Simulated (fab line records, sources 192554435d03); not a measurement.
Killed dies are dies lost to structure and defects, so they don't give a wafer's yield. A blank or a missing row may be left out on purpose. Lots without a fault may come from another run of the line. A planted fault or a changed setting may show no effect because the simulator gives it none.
fab line records | flow n5_finfet | part 1 of 2: steps 1 to 21 of 26
record lots=5 wafers=15 last_day=17
route steps=1938 shown BEOL_M5@1129
lots that met no fault: from a run of the same line without faults
start_h: hours from the record's first day to the start of the lot's first wafer shown | wait_h: hours since the lot's step before | " the same as in the row above | L1.1+2: a row that stands for several wafers | - no value, or no start given | * or withheld: withheld | < > ~ a bound
route shown NAME@n: a module of which the file shows steps, and the number in the route of the first | usual: mean/standard deviation of fault-free wafers | same: alike in all rows | chamber/n: place in a boat | sites: the reading at each site | _std_site: their standard deviation | _edge_site: outer sites' mean less inner sites' | radius_mm: how far each site lies from the wafer's centre | mask NAME#n: copy n | behind: the tool/chamber that last shaped the wafer | hold: why the lot was held/for how many hours/how that ended | device: the transistor (n, p or np) that didn't switch | end of line: the same wafers' tests at the end of the route | a step without rows: its recipe alone | killed: dies lost to structure and defects at the first sort, not the wafer's yield | map: a wafer's dies, x killed, . not, _ none there
set.NAME: the setting as run; set.NAME@STEP: as run at that earlier step | model.NAME: the simulator's own value behind a step, which no gauge read
lots at some steps of the route; a table a step, a row a wafer
services: from which hour (start_h, from the record's first day; less than 0 if before it) a tool's chamber was out of use, for how many hours, and why
## steps
# step N5_BEOL_M5_DESCUM_16
# recipe chemistry=O2 time_s=7 source_power_w=50 bias_power_w=20 pressure_mtorr=20 rf_frequency_hz=2.712e+07 temp_c=40 resist=CAR-EUV o2_flow_sccm=225
# usual drypump_motor_current_A=5.7/0.44 o2_flow_sccm=225.1/0.67 oes_product_au=0.77/0.06 rf_fwd_power_W=49.35/0.22 rf_vpp_V=243.1/1.5 showerhead_plenum_p_Torr=2.08/0.072 throttle_valve_pct=20.39/0.18
# same time_s=7
# columns lot.wafer tool chamber start_h wait_h drypump_motor_current_A o2_flow_sccm oes_product_au rf_fwd_power_W rf_hours_counter_h rf_vpp_V showerhead_plenum_p_Torr throttle_valve_pct
L080.2 rie_diel-06 1 236.79 0.2 5.6 225.4 0.78 48.89 135 241.2 1.93 20.49
L080.4 " 3 " " 5.7 224.1 0.74 49.25 173 245.3 2.15 20.30
L080.5 " 1 " " 5.6 225.6 0.77 48.87 - 241.2 1.93 20.48
L086.1 rie_diel-03 0 266.98 0.0 5.5 224.7 0.74 49.43 192 243.7 2.08 20.34
L086.2 " 1 " " 5.3 224.9 0.84 49.41 66 243.4 2.03 20.16
L086.6 " 1 " " 5.4 225.5 0.84 49.45 - 241.7 2.03 20.14
L089.2 rie_diel-06 3 272.93 0.0 5.7 226.2 0.72 49.47 182 243.8 2.15 20.31
L089.5 " 1 " " 5.5 225.5 0.77 48.95 - 240.0 1.93 20.50
L089.6 " 2 " " 6.0 224.6 0.75 49.23 - 244.6 2.12 20.74
L090.1 rie_diel-06 2 276.66 0.0 6.0 224.8 0.75 49.21 136 244.5 2.11 20.75
L090.5 " 3 " " 5.7 225.3 0.73 49.41 - 244.4 2.15 20.31
L090.6 " 2 " " 6.0 225.0 0.74 49.61 - 241.8 2.11 20.74
L094.2 rie_diel-06 2 303.81 0.0 6.0 224.4 0.74 49.09 144 243.0 2.11 20.79
L094.3 " 0 " " 5.9 224.1 0.71 49.49 199 244.2 2.15 20.23
L094.4 " 3 " " 5.7 224.9 0.73 49.41 188 243.8 2.15 20.33
# step N5_BEOL_M5_ETCH_72
# recipe chemistry=N2/H2 target=underlayer target_depth_a=65 mask_material=CAR-EUV time_s=5.2 ion_energy_ev=200 pressure_mtorr=30 source_w=840 bias_w=150 n2_flow_sccm=200 h2_flow_sccm=200 ends=cleared
# usual drypump_motor_current_A=5.7/0.44 etch_rf_on_time_s=5.21/0.14 oes_product_au=0.66/0.052 rf_fwd_power_W=819.4/2.5 rf_vpp_V=523.6/2.7 showerhead_plenum_p_Torr=2.53/0.088 throttle_valve_pct=17.83/0.22
# columns lot.wafer tool chamber start_h wait_h drypump_motor_current_A etch_rf_on_time_s oes_product_au rf_fwd_power_W rf_hours_counter_h rf_vpp_V showerhead_plenum_p_Torr throttle_valve_pct
L080.2 rie_diel-06 1 236.83 0.0 5.5 5.05 0.68 817.4 135 518.2 2.36 18.12
L080.4 " 3 " " 5.7 5.33 0.63 821.0 173 527.1 2.63 17.77
L080.5 " 1 " " 5.5 5.11 0.67 817.1 - 516.6 2.36 18.11
L086.1 rie_diel-03 0 267.02 0.0 5.5 5.09 0.64 819.7 192 522.4 2.53 17.78
L086.2 " 1 " " 5.4 4.97 0.72 816.1 66 521.5 2.45 17.45
L086.6 " 1 " " 5.4 4.95 0.74 823.3 - 522.3 2.45 17.46
L089.2 rie_diel-06 3 272.97 0.0 5.7 5.36 0.62 820.5 182 526.7 2.62 17.79
L089.5 " 1 " " 5.5 5.08 0.67 820.4 - 520.3 2.35 18.12
L089.6 " 2 " " 6.1 5.26 0.65 819.6 - 523.0 2.56 18.20
L090.1 rie_diel-06 2 276.69 0.0 6.0 5.24 0.65 820.0 136 524.7 2.56 18.19
L090.5 " 3 " " 5.7 5.32 0.62 821.5 - 526.6 2.62 17.80
L090.6 " 2 " " 6.1 5.21 0.64 818.6 - 521.5 2.56 18.18
L094.2 rie_diel-06 2 303.85 0.0 6.1 5.34 0.63 815.6 144 524.0 2.55 18.20
L094.3 " 0 " " 5.9 5.10 0.62 814.6 199 527.2 2.64 17.76
L094.4 " 3 " " 5.7 5.37 0.60 818.6 188 526.0 2.62 17.80
# step N5_BEOL_M5_ETCH_61
# recipe chemistry=CF4 target=SiARC target_depth_a=156 mask_material=CAR-EUV time_s=26 ion_energy_ev=80 pressure_mtorr=40 source_w=545 bias_w=36 Ar_flow_sccm=100 cf4_flow_sccm=100 ends=cleared
# usual drypump_motor_current_A=5.7/0.44 etch_rf_on_time_s=26.0/0.63 oes_product_au=0.66/0.051 rf_fwd_power_W=531.7/1.9 rf_vpp_V=184.0/1.2 showerhead_plenum_p_Torr=2.13/0.072 throttle_valve_pct=15.60/0.15
# columns lot.wafer tool chamber start_h wait_h drypump_motor_current_A etch_rf_on_time_s oes_product_au rf_fwd_power_W rf_hours_counter_h rf_vpp_V showerhead_plenum_p_Torr throttle_valve_pct
L080.2 rie_diel-06 1 236.84 0.0 5.5 25.6 0.67 533.0 135 183.2 1.99 15.75
L080.4 " 3 " " 5.7 26.9 0.62 532.2 173 184.7 2.22 15.64
L080.5 " 1 " " 5.5 25.4 0.68 534.3 - 181.1 1.99 15.74
L086.1 rie_diel-03 0 267.03 0.0 5.4 25.5 0.63 532.0 192 183.5 2.12 15.51
L086.2 " 1 " " 5.4 24.6 0.73 533.4 66 183.0 2.09 15.40
L086.6 " 1 " " 5.4 24.7 0.73 534.5 - 184.5 2.09 15.38
L089.2 rie_diel-06 3 272.98 0.0 5.7 26.8 0.61 529.5 182 185.7 2.22 15.67
L089.5 " 1 " " 5.5 25.0 0.67 528.9 - 181.7 1.98 15.76
L089.6 " 2 " " 6.0 25.8 0.65 531.0 - 184.4 2.15 15.82
L090.1 rie_diel-06 2 276.71 0.0 6.1 26.2 0.64 532.2 136 184.9 2.15 15.83
L090.5 " 3 " " 5.7 27.0 0.62 530.3 - 185.4 2.22 15.66
L090.6 " 2 " " 6.0 26.4 0.64 529.7 - 183.2 2.15 15.84
L094.2 rie_diel-06 2 303.86 0.0 6.0 26.0 0.64 533.2 144 185.1 2.15 15.85
L094.3 " 0 " " 5.9 25.7 0.63 534.0 199 185.4 2.21 15.59
L094.4 " 3 " " 5.7 26.6 0.61 528.9 188 185.5 2.22 15.68
# step N5_BEOL_M5_ETCH_62
# recipe chemistry=N2/H2 target=SOC target_depth_a=750 overetch_a=150 mask_material=SiARC temp_c=40 time_s=112.5 ion_energy_ev=200 pressure_mtorr=30 source_w=840 bias_w=150 n2_flow_sccm=200 h2_flow_sccm=200
# usual drypump_motor_current_A=5.7/0.43 oes_product_au=0.61/0.045 rf_fwd_power_W=836.5/2.9 rf_vpp_V=523.7/2.6 showerhead_plenum_p_Torr=2.53/0.088 throttle_valve_pct=17.79/0.22
# same time_s=112.5
# columns lot.wafer tool chamber start_h wait_h drypump_motor_current_A oes_product_au rf_fwd_power_W rf_hours_counter_h rf_vpp_V showerhead_plenum_p_Torr throttle_valve_pct
L080.2 rie_diel-06 1 236.87 0.0 5.6 0.61 832.4 135 518.5 2.36 18.09
L080.4 " 3 " " 5.7 0.58 833.9 173 526.2 2.63 17.72
L080.5 " 1 " " 5.5 0.62 831.5 - 519.0 2.36 18.09
L086.1 rie_diel-03 0 267.06 0.0 5.5 0.58 836.2 192 523.2 2.53 17.71
L086.2 " 1 " " 5.4 0.66 832.7 66 521.1 2.45 17.41
L086.6 " 1 " " 5.4 0.66 839.4 - 522.9 2.45 17.41
L089.2 rie_diel-06 3 273.01 0.0 5.7 0.58 838.5 182 526.5 2.62 17.77
L089.5 " 1 " " 5.6 0.61 833.9 - 517.1 2.35 18.09
L089.6 " 2 " " 6.1 0.60 835.6 - 524.0 2.56 18.16
L090.1 rie_diel-06 2 276.74 0.0 6.0 0.59 834.2 136 521.1 2.56 18.17
L090.5 " 3 " " 5.7 0.57 836.1 - 527.0 2.62 17.76
L090.6 " 2 " " 6.0 0.60 839.6 - 523.0 2.56 18.16
L094.2 rie_diel-06 2 303.89 0.0 6.0 0.59 837.3 144 524.5 2.55 18.17
L094.3 " 0 " " 5.9 0.57 838.2 199 526.6 2.64 17.71
L094.4 " 3 " " 5.7 0.58 838.6 188 527.6 2.62 17.76
# step N5_BEOL_M5_STRIP_63
# recipe chemistry=N2/H2 temp_c=40 n2_flow_sccm=200 h2_flow_sccm=200 rf_frequency_hz=6e+07
# columns lot.wafer tool chamber start_h wait_h
L080.2+4+5 rie_diel-06 1,3,1 236.98 0.1
L086.1+2+6 rie_diel-03 0,1,1 267.17 0.1
L089.2+5+6 rie_diel-06 3,1,2 273.12 0.1
L090.1+5+6 rie_diel-06 2,3,2 276.85 0.1
L094.2+3+4 rie_diel-06 2,0,3 304.00 0.1
# step N5_BEOL_M5_STRIP_73
# recipe chemistry=N2/H2 temp_c=40 n2_flow_sccm=200 h2_flow_sccm=200 rf_frequency_hz=6e+07
# columns lot.wafer tool chamber start_h wait_h
L080.2+4+5 rie_diel-06 1,3,1 236.99 0.0
L086.1+2+6 rie_diel-03 0,1,1 267.18 0.0
L089.2+5+6 rie_diel-06 3,1,2 273.13 0.0
L090.1+5+6 rie_diel-06 2,3,2 276.86 0.0
L094.2+3+4 rie_diel-06 2,0,3 304.01 0.0
# step N5_BEOL_M5_STRIP_64
# recipe chemistry=CF4 resist=SiARC power_w=300 bias_power_w=75 pressure_mtorr=50 cf4_flow_sccm=150 rf_frequency_hz=6e+07
# usual drypump_motor_current_A=5.7/0.44 oes_product_au=0.76/0.055 rf_fwd_power_W=292.4/0.83 rf_vpp_V=271.0/1.6 showerhead_plenum_p_Torr=1.79/0.058 throttle_valve_pct=13.58/0.17
# columns lot.wafer tool chamber start_h wait_h drypump_motor_current_A oes_product_au rf_fwd_power_W rf_hours_counter_h rf_vpp_V showerhead_plenum_p_Torr throttle_valve_pct
L080.2 rie_diel-06 1 237.00 0.0 5.5 0.77 291.0 135 268.9 1.68 13.76
L080.4 " 3 " " 5.7 0.74 292.8 173 272.4 1.86 13.60
L080.5 " 1 " " 5.5 0.77 290.7 - 268.4 1.68 13.76
L086.1 rie_diel-03 0 267.19 0.0 5.4 0.72 293.5 192 271.2 1.79 13.56
L086.2 " 1 " " 5.4 0.83 291.3 66 270.1 1.75 13.35
L086.6 " 1 " " 5.4 0.82 291.7 - 270.9 1.75 13.36
L089.2 rie_diel-06 3 273.14 0.0 5.7 0.72 293.0 182 273.0 1.85 13.60
L089.5 " 1 " " 5.5 0.76 292.8 - 269.6 1.67 13.79
L089.6 " 2 " " 6.0 0.75 293.7 - 270.8 1.80 13.77
L090.1 rie_diel-06 2 276.87 0.0 6.1 0.75 292.5 136 270.9 1.80 13.76
L090.5 " 3 " " 5.7 0.73 293.5 - 272.5 1.85 13.62
L090.6 " 2 " " 6.1 0.75 292.3 - 271.7 1.80 13.76
L094.2 rie_diel-06 2 304.02 0.0 6.1 0.74 293.1 144 270.3 1.79 13.80
L094.3 " 0 " " 5.9 0.72 291.1 199 272.0 1.87 13.63
L094.4 " 3 " " 5.7 0.72 292.5 188 273.0 1.85 13.63
# step N5_BEOL_M5_HM_OPEN_17
# recipe chemistry=Cl2/BCl3 target_depth_a=200 overetch_a=60 target=TiN mask_material=SOC ion_energy_ev=150 pressure_mtorr=10 icp_w=1000 bias_w=126 Cl2_flow_sccm=53.25 bcl3_flow_sccm=21.75 Ar_flow_sccm=25
# usual drypump_motor_current_A=5.5/0.31 oes_product_au=0.64/0.078 rf_fwd_power_W=994/3.6 throttle_valve_pct=22.10/0.22
# columns lot.wafer tool chamber start_h wait_h drypump_motor_current_A oes_product_au rf_fwd_power_W rf_hours_counter_h throttle_valve_pct
L080.2 rie_metal-02 1 237.04 0.0 5.5 0.58 993 92 21.93
L080.4 " 1 " " 5.6 0.59 993 - 21.91
L080.5 " 1 " " 5.6 0.59 991 - 21.90
L086.1 rie_metal-02 0 267.23 0.0 5.2 0.70 992 28 21.90
L086.2 " 1 " " 5.6 0.58 989 95 21.91
L086.6 " 1 " " 5.5 0.57 992 - 21.91
L089.2 rie_metal-02 0 273.18 0.0 5.1 0.70 992 28 21.91
L089.5 " 1 " " 5.6 0.58 997 - 21.90
L089.6 " 0 " " 5.1 0.70 997 - 21.90
L090.1 rie_metal-03 0 276.91 0.0 6.0 0.60 989 71 22.36
L090.5 " 1 " " 5.5 0.75 988 - 22.05
L090.6 " 0 " " 6.0 0.61 992 - 22.34
L094.2 rie_metal-02 1 304.06 0.0 5.5 0.57 995 99 21.92
L094.3 " 0 " " 5.2 0.71 992 - 21.89
L094.4 " 1 " " 5.5 0.57 995 - 21.93
# step N5_BEOL_M5_STRIP_19
# recipe chemistry=O2 power_w=400 temp_c=40 pressure_mtorr=30 rf_frequency_hz=6e+07 bias_power_w=0 overash_fraction=0.2 o2_flow_sccm=225
# usual drypump_motor_current_A=5.7/0.43 o2_flow_sccm=225.0/0.71 oes_product_au=0.77/0.053 rf_vpp_V=3.7/0.51 showerhead_plenum_p_Torr=2.08/0.074 throttle_valve_pct=16.63/0.18
# columns lot.wafer tool chamber start_h wait_h drypump_motor_current_A o2_flow_sccm oes_product_au rf_hours_counter_h rf_vpp_V showerhead_plenum_p_Torr throttle_valve_pct
L080.2 rie_diel-06 3 237.16 0.1 5.7 225.3 0.74 173 3.0 2.16 16.58
L080.4 " 2 " " 6.0 223.9 0.77 126 3.0 2.12 16.94
L080.5 " 3 " " 5.7 224.6 0.74 - 3.3 2.16 16.57
L086.1 rie_diel-05 3 267.36 0.1 6.1 224.9 0.74 177 2.7 2.10 16.74
L086.2 " 0 " " 5.6 226.4 0.68 230 2.9 2.08 16.92
L086.6 " 3 " " 6.1 226.6 0.74 - 3.1 2.10 16.75
L089.2 rie_diel-06 0 273.29 0.1 5.8 224.9 0.72 190 3.2 2.16 16.53
L089.5 " 0 " " 5.9 225.5 0.73 - 3.3 2.16 16.53
L089.6 " 1 " " 5.5 226.0 0.78 - 2.9 1.93 16.80
L090.1 rie_diel-06 3 277.02 0.1 5.7 224.5 0.73 183 4.2 2.15 16.60
L090.5 " 1 " " 5.5 224.6 0.77 - 3.9 1.93 16.79
L090.6 " 0 " " 5.9 224.4 0.71 - 4.0 2.16 16.54
L094.2 rie_diel-03 1 304.19 0.1 5.4 224.5 0.85 78 3.5 2.03 16.44
L094.3 " 3 " " 5.1 224.9 0.79 128 3.3 2.19 16.68
L094.4 " 0 " " 5.5 225.1 0.74 204 3.6 2.08 16.64
# step N5_BEOL_M5_CD_MEAS_18
# recipe pitch_nm=56 target_cd_nm=28
# usual cd_nm=27.9/0.37
# columns lot.wafer tool chamber start_h wait_h cd_nm
L080.2 cd_sem-01 - 237.23 0.1 28.2
L080.4 " - " " 28.3
L080.5 " - " " 28.0
L086.1 cd_sem-02 - 267.43 0.0 27.6
L086.2 " - " " 27.7
L086.6 " - " " 27.9
L089.2 cd_sem-03 - 273.36 0.1 27.6
L089.5 " - " " 28.6
L089.6 " - " " 28.1
L090.1 cd_sem-01 - 277.09 0.0 27.8
L090.5 " - " " 28.3
L090.6 " - " " 28.2
L094.2 cd_sem-01 - 304.26 0.1 27.8
L094.3 " - " " 28.1
L094.4 " - " " 28.0
# step N5_BEOL_M5_COAT_65
# recipe resist=SOC temp_c=250 time_s=60 spin_rpm=1500 resist_thk_nm=60
# same time_s=60
# columns lot.wafer tool chamber start_h wait_h
L080.2+4+5 litho_track-03 0 238.35 1.1
L086.1+2+6 litho_track-05 0 269.14 1.7
L089.2+5+6 litho_track-03 0 274.74 1.4
L090.1+5+6 litho_track-03 0 281.08 4.0
L094.2+3+4 litho_track-05 0 305.77 1.5
# step N5_BEOL_M5_COAT_66
# recipe resist=SiARC temp_c=220 time_s=60 spin_rpm=1500 resist_thk_nm=12
# same time_s=60
# columns lot.wafer tool chamber start_h wait_h
L080.2+4+5 litho_track-03 0 - -
L086.1+2+6 litho_track-05 0 - -
L089.2+5+6 litho_track-03 0 - -
L090.1+5+6 litho_track-03 0 - -
L094.2+3+4 litho_track-05 0 - -
# step N5_BEOL_M5_COAT_74
# recipe resist=underlayer temp_c=205 time_s=60 spin_rpm=1500 resist_thk_nm=5
# same time_s=60
# columns lot.wafer tool chamber start_h wait_h
L080.2+4+5 litho_track-03 0 - -
L086.1+2+6 litho_track-05 0 - -
L089.2+5+6 litho_track-03 0 - -
L090.1+5+6 litho_track-03 0 - -
L094.2+3+4 litho_track-05 0 - -
# step N5_BEOL_M5_COAT_22
# recipe resist=CAR-EUV spin_rpm=1500 resist_thk_nm=30
# columns lot.wafer tool chamber start_h wait_h
L080.2+4+5 litho_track-03 0 - -
L086.1+2+6 litho_track-05 0 - -
L089.2+5+6 litho_track-03 0 - -
L090.1+5+6 litho_track-03 0 - -
L094.2+3+4 litho_track-05 0 - -
# step N5_BEOL_M5_EBR_24
# recipe solvent=PGMEA ebr_width_mm=1.5
# columns lot.wafer tool chamber start_h wait_h
L080.2+4+5 litho_track-03 0 - -
L086.1+2+6 litho_track-05 0 - -
L089.2+5+6 litho_track-03 0 - -
L090.1+5+6 litho_track-03 0 - -
L094.2+3+4 litho_track-05 0 - -
# step N5_BEOL_M5_SOFTBAKE_23
# recipe temp_c=110 time_s=60 resist=CAR-EUV
# same time_s=60
# columns lot.wafer tool chamber start_h wait_h
L080.2+4+5 litho_track-03 0 - -
L086.1+2+6 litho_track-05 0 - -
L089.2+5+6 litho_track-03 0 - -
L090.1+5+6 litho_track-03 0 - -
L094.2+3+4 litho_track-05 0 - -
# step N5_BEOL_M5_EXPOSE_25
# recipe mask_id=V4 na=0.33 source_shape=quasar sigma_inner=0.2 sigma_outer=0.6 polarization=unpolarized defocus_nm=10 dose_mj=52.75
# columns lot.wafer tool chamber start_h wait_h mask
L080.2+4+5 euv_scanner-02 0 238.62 - V4#0
L086.1+2+6 euv_scanner-02 0 269.40 - V4#0
L089.2+5+6 euv_scanner-01 0 275.06 - V4#0
L090.1+5+6 euv_scanner-01 0 281.22 - V4#0
L094.2+3+4 euv_scanner-02 0 305.97 - V4#0
# step N5_BEOL_M5_PEB_26
# recipe peb_temp_c=100 peb_time_s=60 resist=CAR-EUV
# columns lot.wafer tool chamber start_h wait_h
L080.2+4+5 litho_track-03 0 238.68 0.1
L086.1+2+6 litho_track-01 0 269.47 0.1
L089.2+5+6 litho_track-03 0 275.13 0.1
L090.1+5+6 litho_track-05 0 281.29 0.1
L094.2+3+4 litho_track-05 0 306.03 0.1
# step N5_BEOL_M5_DEVELOP_27
# recipe develop_time_s=30 developer=TMAH resist=CAR-EUV rinse_liquid=surfactant_rinse dry=air_spin dev_temp_c=23
# columns lot.wafer tool chamber start_h wait_h
L080.2+4+5 litho_track-03 0 - -
L086.1+2+6 litho_track-01 0 - -
L089.2+5+6 litho_track-03 0 - -
L090.1+5+6 litho_track-05 0 - -
L094.2+3+4 litho_track-05 0 - -
# step N5_BEOL_M5_CD_MEAS_28
# recipe target_cd_nm=30.6 landing_energy_ev=500 detector=se_inlens target_cd_y_nm=20 polarity=opening
# usual cd_nm=30.58/0.26
# columns lot.wafer tool chamber start_h wait_h cd_nm
L080.2 cd_sem-01 0 238.75 - 30.55
L080.4 " 0 " " 30.56
L080.5 " 0 " " 30.62
L086.1 cd_sem-03 0 269.54 - 30.88
L086.2 " 0 " " 30.83
L086.6 " 0 " " 31.15
L089.2 cd_sem-02 0 275.20 - 30.54
L089.5 " 0 " " 30.91
L089.6 " 0 " " 30.00
L090.1 cd_sem-01 0 281.36 - 30.59
L090.5 " 0 " " 30.24
L090.6 " 0 " " 30.34
L094.2 cd_sem-02 0 306.10 - 30.43
L094.3 " 0 " " 30.35
L094.4 " 0 " " 30.59
# step N5_BEOL_M5_OVL_MEAS_29
# recipe points_per_wafer=522
# usual V4_OVL=-0.2/0.62
# columns lot.wafer tool chamber start_h wait_h V4_OVL[nm]
L080.2 overlay-02 0 238.79 0.0 0.2
L080.4 " 0 " " -0.1
L080.5 " 0 " " 0.1
L086.1 overlay-01 0 269.57 0.0 -0.2
L086.2 " 0 " " 0.0
L086.6 " 0 " " 0.3
L089.2 overlay-01 0 275.23 0.0 0.1
L089.5 " 0 " " -0.7
L089.6 " 0 " " -1.2
L090.1 overlay-02 0 281.39 0.0 0.0
L090.5 " 0 " " 0.1
L090.6 " 0 " " -1.0
L094.2 overlay-02 0 306.13 0.0 -0.5
L094.3 " 0 " " 0.8
L094.4 " 0 " " 0.1
